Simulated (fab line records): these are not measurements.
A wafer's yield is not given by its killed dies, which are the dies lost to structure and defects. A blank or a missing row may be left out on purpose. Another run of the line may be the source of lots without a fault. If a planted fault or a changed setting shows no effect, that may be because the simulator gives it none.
Which tool is to blame? ; flow n5 finfet ; 24 lots, 72 wafers sampled, at 6 steps of a route of 1938

== WHAT THE GAUGES READ, wafer by wafer ==
N5_BEOL_M4_OCD_MEAS_38.
lot;measured;on;trench depth nm (nm)
L074;day 8 04:50;ocd-01;53.9 55.1 54.0
L075;day 8 04:58;ocd-02;55.6 56.1 56.1
L076;day 8 14:52;ocd-02;53.9 56.5 55.4
L077;day 8 20:43;ocd-01;54.2 54.7 55.1
L078;day 8 20:42;ocd-02;55.5 53.5 55.0
L079;day 9 12:54;ocd-01;54.8 55.6 55.5
L080;day 9 16:13;ocd-01;54.4 55.0 55.8
L081;day 9 19:59;ocd-01;54.5 55.1 54.1
L082;day 9 22:37;ocd-02;55.9 56.7 55.6
L084;day 10 03:46;ocd-02;56.7 54.4 55.9
L083;day 10 03:35;ocd-01;54.9 53.7 54.7
L085;day 11 01:11;ocd-01;53.7 53.9 56.1
L086;day 11 06:17;ocd-02;56.6 55.3 55.1
L089;day 11 13:29;ocd-02;54.0 54.8 56.2
L088;day 11 18:15;ocd-01;54.8 54.4 54.2
L090;day 11 22:26;ocd-01;55.5 54.9 56.5
L087;day 12 08:25;ocd-01;54.9 54.1 55.2
L092;day 12 12:47;ocd-02;56.0 54.6 54.2
L093;day 12 22:27;ocd-02;55.4 56.2 55.4
L094;day 12 22:23;ocd-01;56.1 55.0 54.3
L091;day 13 07:05;ocd-02;54.6 56.5 54.3
L095;day 13 07:23;ocd-01;55.4 56.3 56.8
L096;day 13 07:26;ocd-02;54.5 54.9 53.6
L097;day 13 17:50;ocd-01;55.2 55.3 56.0

N5_BEOL_M4_CD_MEAS_35: target cd 18 nm, target cd y 22.4 nm.
lot;measured;on;cd nm (nm)
L074;day 8 04:59;cd sem-02;17.5 18.0 18.1
L075;day 8 05:07;cd sem-01;17.9 17.4 18.9
L076;day 8 15:01;cd sem-01;18.1 17.8 18.0
L077;day 8 20:52;cd sem-01;17.9 17.4 17.3
L078;day 8 20:51;cd sem-03;17.6 17.9 18.1
L079;day 9 13:03;cd sem-03;18.1 18.3 18.4
L080;day 9 16:22;cd sem-01;18.2 17.5 18.2
L081;day 9 20:08;cd sem-03;17.6 18.7 17.7
L082;day 9 22:47;cd sem-01;18.7 18.3 18.1
L084;day 10 03:56;cd sem-02;18.3 18.5 18.4
L083;day 10 03:44;cd sem-03;17.7 18.0 17.7
L085;day 11 01:20;cd sem-01;18.3 18.0 17.6
L086;day 11 06:26;cd sem-02;18.4 18.0 17.9
L089;day 11 13:38;cd sem-01;18.0 18.0 18.1
L088;day 11 18:25;cd sem-03;17.9 18.3 18.1
L090;day 11 22:35;cd sem-02;17.9 17.9 18.3
L087;day 12 08:34;cd sem-03;18.1 18.7 18.0
L092;day 12 12:56;cd sem-03;18.1 18.0 18.4
L093;day 12 22:37;cd sem-01;18.3 18.1 18.2
L094;day 12 22:32;cd sem-02;18.3 18.4 18.1
L091;day 13 07:20;cd sem-02;17.7 17.8 18.1
L095;day 13 07:32;cd sem-02;17.9 18.0 18.2
L096;day 13 07:41;cd sem-01;18.2 18.5 18.2
L097;day 13 17:59;cd sem-02;18.6 18.9 18.8

N5_BEOL_M4_INSPECT_59: inspects for defects (darkfield).
lot;measured;on;raw defect count
L074;day 8 10:47;defect inspect-02;37 48 80
L075;day 8 11:17;defect inspect-02;92 89 66
L076;day 8 20:11;defect inspect-01;95 144 85
L077;day 9 01:07;defect inspect-02;73 42 33
L078;day 9 00:53;defect inspect-01;57 82 86
L079;day 9 17:14;defect inspect-01;61 45 49
L080;day 9 20:20;defect inspect-01;34 52 63
L081;day 10 01:35;defect inspect-02;57 45 57
L082;day 10 04:05;defect inspect-01;82 49 69
L084;day 10 08:04;defect inspect-02;55 114 97
L083;day 10 07:56;defect inspect-01;60 46 144
L085;day 11 05:41;defect inspect-01;54 80 71
L086;day 11 10:41;defect inspect-01;77 90 65
L089;day 11 19:08;defect inspect-02;105 94 82
L088;day 12 00:19;defect inspect-02;62 64 81
L090;day 12 03:11;defect inspect-02;98 75 78
L087;day 12 12:38;defect inspect-02;81 67 59
L092;day 12 16:59;defect inspect-02;79 79 49
L093;day 13 03:49;defect inspect-02;51 56 90
L094;day 13 04:19;defect inspect-02;64 61 60
L091;day 13 12:14;defect inspect-02;102 74 61
L095;day 13 12:19;defect inspect-02;60 44 43
L096;day 13 13:11;defect inspect-01;46 54 58
L097;day 13 22:05;defect inspect-01;105 111 65

== TOOL THAT RAN EACH LOT (tool first, then ch and the chambers of the sampled wafers, then the start) ==
lot;N5_BEOL_M4_ETCH_77;N5_BEOL_M4_ETCH_69;N5_BEOL_M4_ANNEAL_49
L074;rie diel-04 ch 1,3, day 8 01:32;rie diel-04 ch 1,3, day 8 01:33;pvd sputter-03, day 8 08:02
L075;rie diel-03 ch 2,3, day 8 04:11;rie diel-03 ch 2,3, day 8 04:12;pvd sputter-02, day 8 08:17
L076;rie diel-03 ch 0,2, day 8 12:14;rie diel-03 ch 0,2, day 8 12:14;pvd sputter-02, day 8 17:26
L077;rie diel-04 ch 1,2,3, day 8 12:28;rie diel-04 ch 1,2,3, day 8 12:29;pvd sputter-02, day 8 22:16
L078;rie diel-02 ch 0,1,3, day 8 12:31;rie diel-02 ch 0,1,3, day 8 12:32;pvd sputter-03, day 8 22:05
L079;rie diel-03 ch 0,1, day 9 07:53;rie diel-03 ch 0,1, day 9 07:53;pvd sputter-03, day 9 14:23
L080;rie diel-03 ch 0,1,3, day 9 13:59;rie diel-03 ch 0,1,3, day 9 14:00;pvd sputter-03, day 9 17:28
L081;rie diel-03 ch 0,1,3, day 9 15:41;rie diel-03 ch 0,1,3, day 9 15:41;pvd sputter-01, day 9 21:31
L082;rie diel-02 ch 2,3, day 9 21:01;rie diel-02 ch 2,3, day 9 21:02;pvd sputter-03, day 10 01:17
L084;rie diel-02 ch 0,1,3, day 9 21:47;rie diel-02 ch 0,1,3, day 9 21:49;pvd sputter-01, day 10 05:02
L083;rie diel-02 ch 0,1,3, day 9 22:02;rie diel-02 ch 0,1,3, day 9 22:04;pvd sputter-02, day 10 04:50
L085;rie diel-03 ch 0,2,3, day 10 16:49;rie diel-03 ch 0,2,3, day 10 16:50;pvd sputter-01, day 11 02:56
L086;rie diel-03 ch 0,3, day 11 04:01;rie diel-03 ch 0,3, day 11 04:01;pvd sputter-03, day 11 07:55
L089;rie diel-02 ch 0,1,2, day 11 10:53;rie diel-02 ch 0,1,2, day 11 10:53;pvd sputter-02, day 11 16:17
L088;rie diel-02 ch 0,1,2, day 11 14:39;rie diel-02 ch 0,1,2, day 11 14:40;pvd sputter-01, day 11 21:10
L090;rie diel-04 ch 0,1,3, day 11 15:50;rie diel-04 ch 0,1,3, day 11 15:50;pvd sputter-01, day 12 00:10
L087;rie diel-02 ch 0,2,3, day 12 00:46;rie diel-02 ch 0,2,3, day 12 00:46;pvd sputter-03, day 12 09:52
L092;rie diel-03 ch 0,2, day 12 05:10;rie diel-03 ch 0,2, day 12 05:11;pvd sputter-02, day 12 14:10
L093;rie diel-02 ch 0,2, day 12 13:17;rie diel-02 ch 0,2, day 12 13:18;pvd sputter-03, day 13 01:01
L094;rie diel-04 ch 0,1,3, day 12 18:07;rie diel-04 ch 0,1,3, day 12 18:08;pvd sputter-02, day 13 01:30
L091;rie diel-04 ch 0,2,3, day 13 00:28;rie diel-04 ch 0,2,3, day 13 00:29;pvd sputter-03, day 13 09:09
L095;rie diel-02 ch 0,2,3, day 13 00:45;rie diel-02 ch 0,2,3, day 13 00:46;pvd sputter-02, day 13 09:15
L096;rie diel-04 ch 1,2,3, day 13 04:59;rie diel-04 ch 1,2,3, day 13 04:59;pvd sputter-01, day 13 10:20
L097;rie diel-04 ch 0,2,3, day 13 15:26;rie diel-04 ch 0,2,3, day 13 15:27;pvd sputter-01, day 13 19:16
- N5_BEOL_M4_ETCH_77: etches underlayer in N2/H2, target depth 6.5 nm, time 5.2 s.
- N5_BEOL_M4_ETCH_69: etches SiARC in CF4, target depth 15.6 nm, time 26 s.
- N5_BEOL_M4_ANNEAL_49: time 240 s.

== WHAT THE TOOLS THEMSELVES READ (means of the sampled wafers that have a number; where no wafer has one, the mark that the record gives instead) ==
N5_BEOL_M4_ETCH_77.
lot;tool;drypump motor current A (A);etch rf on time s (s);oes product au (a.u.);rf vpp V (V);showerhead plenum p Torr (Torr);throttle valve pct (%)
L074;rie diel-04;5.5;5.10;0.75;522.8;2.56;17.82
L075;rie diel-03;5.8;5.23;0.63;521.8;2.46;17.96
L076;rie diel-03;5.8;5.16;0.66;523.4;2.52;17.78
L077;rie diel-04;5.8;5.18;0.70;524.1;2.53;17.83
L078;rie diel-02;6.0;5.25;0.69;524.2;2.52;17.77
L079;rie diel-03;6.4;5.32;0.61;523.4;2.48;17.95
L080;rie diel-03;6.2;5.25;0.61;521.0;2.45;17.97
L081;rie diel-03;6.2;5.27;0.61;520.3;2.45;17.96
L082;rie diel-02;5.8;5.33;0.66;525.0;2.62;17.89
L084;rie diel-02;6.0;5.20;0.68;523.8;2.52;17.79
L083;rie diel-02;6.0;5.17;0.69;524.0;2.52;17.80
L085;rie diel-03;5.9;5.22;0.63;522.6;2.46;17.91
L086;rie diel-03;5.9;5.26;0.60;520.1;2.41;17.99
L089;rie diel-02;6.1;5.18;0.63;522.8;2.53;17.82
L088;rie diel-02;6.1;5.21;0.64;524.3;2.53;17.83
L090;rie diel-04;5.7;5.20;0.72;524.4;2.58;17.68
L087;rie diel-02;5.9;5.19;0.69;524.6;2.56;17.87
L092;rie diel-03;5.9;5.25;0.62;521.3;2.47;17.79
L093;rie diel-02;6.2;5.18;0.67;523.4;2.50;17.86
L094;rie diel-04;5.7;5.17;0.71;524.8;2.58;17.70
L091;rie diel-04;5.7;5.15;0.76;525.7;2.60;17.78
L095;rie diel-02;5.9;5.28;0.67;523.8;2.55;17.88
L096;rie diel-04;5.8;5.24;0.73;522.9;2.51;17.76
L097;rie diel-04;5.7;5.13;0.75;525.2;2.59;17.79

N5_BEOL_M4_ETCH_69.
lot;tool;drypump motor current A (A);etch rf on time s (s);mfc ar sccm (sccm);oes product au (a.u.);rf vpp V (V);showerhead plenum p Torr (Torr);throttle valve pct (%)
L074;rie diel-04;5.5;26.0;100.31;0.75;183.8;2.15;15.50
L075;rie diel-03;5.8;26.4;100.27;0.63;183.1;2.08;15.70
L076;rie diel-03;5.8;25.3;100.00;0.66;184.1;2.12;15.49
L077;rie diel-04;5.8;26.4;100.27;0.69;183.8;2.12;15.50
L078;rie diel-02;6.0;26.1;99.77;0.70;184.0;2.13;15.54
L079;rie diel-03;6.4;26.3;99.87;0.61;184.1;2.09;15.76
L080;rie diel-03;6.2;26.7;100.24;0.61;183.7;2.07;15.76
L081;rie diel-03;6.2;26.5;99.84;0.61;183.1;2.07;15.76
L082;rie diel-02;5.8;26.5;100.27;0.66;184.4;2.20;15.53
L084;rie diel-02;5.9;26.2;99.90;0.69;183.5;2.13;15.58
L083;rie diel-02;5.9;25.8;99.83;0.69;184.0;2.13;15.57
L085;rie diel-03;5.9;25.8;99.84;0.63;183.5;2.08;15.66
L086;rie diel-03;5.9;26.4;99.64;0.60;183.4;2.04;15.80
L089;rie diel-02;6.1;26.4;100.28;0.63;184.6;2.13;15.59
L088;rie diel-02;6.1;26.1;99.66;0.63;183.8;2.13;15.58
L090;rie diel-04;5.7;26.0;99.95;0.73;184.5;2.18;15.41
L087;rie diel-02;5.9;26.5;100.19;0.68;184.4;2.15;15.57
L092;rie diel-03;5.9;26.1;100.14;0.63;183.2;2.07;15.57
L093;rie diel-02;6.1;25.9;100.22;0.67;184.2;2.11;15.58
L094;rie diel-04;5.7;25.9;100.08;0.71;184.0;2.17;15.43
L091;rie diel-04;5.6;25.9;100.22;0.77;183.9;2.18;15.41
L095;rie diel-02;5.9;26.5;100.14;0.67;184.2;2.15;15.60
L096;rie diel-04;5.8;26.0;99.99;0.74;183.7;2.11;15.42
L097;rie diel-04;5.6;25.8;100.03;0.75;184.7;2.18;15.42

N5_BEOL_M4_ANNEAL_49.
lot;tool;heater power w (W)
L074;pvd sputter-03;821
L075;pvd sputter-02;761
L076;pvd sputter-02;822
L077;pvd sputter-02;882
L078;pvd sputter-03;819
L079;pvd sputter-03;802
L080;pvd sputter-03;845
L081;pvd sputter-01;869
L082;pvd sputter-03;803
L084;pvd sputter-01;856
L083;pvd sputter-02;958
L085;pvd sputter-01;827
L086;pvd sputter-03;775
L089;pvd sputter-02;837
L088;pvd sputter-01;810
L090;pvd sputter-01;806
L087;pvd sputter-03;838
L092;pvd sputter-02;845
L093;pvd sputter-03;812
L094;pvd sputter-02;917
L091;pvd sputter-03;811
L095;pvd sputter-02;907
L096;pvd sputter-01;912
L097;pvd sputter-01;776

== THE ANSWER, worked out from the rows above alone ==
Rule: what is usual is taken from the lots themselves. The widest of any qualifying gaps counts: lots, ordered by their means at a reading, are off when they make up no more than a third of the lots, leave a main group of 4 or more, and stand apart from it by 3 or more times the standard deviation of that group's means. A main group is skipped when, at the precision printed for the reading in the tables above, its means are all equal. A lot without any number at a reading at which 4 lots or more have one is off too. Where the step has rows for the other lots, those lots are counted as sound. After the gauges, taken in route order, come the tools' own readings; for these a lot's mean is taken, as printed above. At the first step where some lot is off, the reading lying furthest off is the one used; lots without a number count as furthest.
None of the lots is off at any reading shown; this tells nothing.

== WHAT THE SIMULATOR PUT IN ==
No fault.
